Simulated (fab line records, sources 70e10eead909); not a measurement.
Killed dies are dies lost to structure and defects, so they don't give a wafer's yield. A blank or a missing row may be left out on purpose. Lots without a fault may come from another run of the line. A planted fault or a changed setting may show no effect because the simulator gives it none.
One fault seen from 2 desks | flow nand_harc | each desk has only its own numbers; what lay behind them comes last

THE TOOL OWNER'S DESK: rie_diel-05
The tool's own readings at NHARC_P_STI_ETCH_31 (etches the open film in CF4/CHF3, target depth 108.9 nm, time 54.5 s): means of the sampled wafers that have a number, for each lot that ran on this tool. A lot is out of limits, marked OUT, if its mean lies more than 4 standard deviations from the usual mean; the brackets give that distance.
Columns: A = cf4_flow_sccm at NHARC_P_STI_ETCH_31, usual 100.0 sccm; B = chamber_pressure_mTorr at NHARC_P_STI_ETCH_31, usual 25.003 mTorr; C = drypump_motor_current_A at NHARC_P_STI_ETCH_31, usual 5.8 A; D = oes_product_au at NHARC_P_STI_ETCH_31, usual 0.963 a.u.; E = rf_vpp_V at NHARC_P_STI_ETCH_31, usual 370.6 V; F = showerhead_plenum_p_Torr at NHARC_P_STI_ETCH_31, usual 1.58 Torr; G = throttle_valve_pct at NHARC_P_STI_ETCH_31, usual 16.802 %
lot  | first seen here | A     | B      | C   | D     | E     | F    | G
L527 | day 3 02:55     | 99.6  | 24.996 | 5.6 | 0.955 | 370.1 | 1.56 | 16.802
L528 | day 3 13:03     | 99.8  | 25.010 | 5.8 | 0.963 | 369.4 | 1.56 | 16.804
L531 | day 4 05:22     | 100.1 | 24.991 | 5.6 | 0.955 | 368.7 | 1.56 | 16.802
L534 | day 5 02:06     | 100.0 | 25.002 | 6.3 | 0.931 | 371.6 | 1.60 | 16.803
L536 | day 5 11:51     | 100.2 | 25.004 | 6.2 | 0.924 | 371.3 | 1.60 | 16.803
This desk's finding: nothing out of limits on any of the 5 lots.

THE METROLOGY DESK
What the gauges read, lot by lot, whatever tool the lot ran on: means of the sampled wafers that have a number. A lot is out of limits, marked OUT, if its mean lies more than 4 standard deviations from the usual mean; the brackets give that distance.
Columns: A = cd_nm at NHARC_THIN_TSV_CD_MEAS_16, usual 1001 nm
lot  | first seen here | A
L524 | day 18 00:56    | 1003
L526 | day 19 01:46    | 1002
L527 | day 19 03:17    | 1002
L528 | day 19 07:44    | 1002
L530 | day 20 14:28    | 1002
L531 | day 20 18:12    | 1000
L534 | day 21 01:17    | 1000
L536 | day 21 03:35    | 1003
L533 | day 21 05:31    | 998
L539 | day 21 21:27    | 1002
L542 | day 23 02:29    | 1002
L545 | day 24 04:59    | 1000
L547 | day 24 17:45    | 1003
This desk's finding: nothing out of limits on any of the 13 lots.

PUT TOGETHER
The tool owner's desk saw nothing out of limits.
The metrology desk saw nothing out of limits.

WHAT THE SIMULATOR HAD PUT IN
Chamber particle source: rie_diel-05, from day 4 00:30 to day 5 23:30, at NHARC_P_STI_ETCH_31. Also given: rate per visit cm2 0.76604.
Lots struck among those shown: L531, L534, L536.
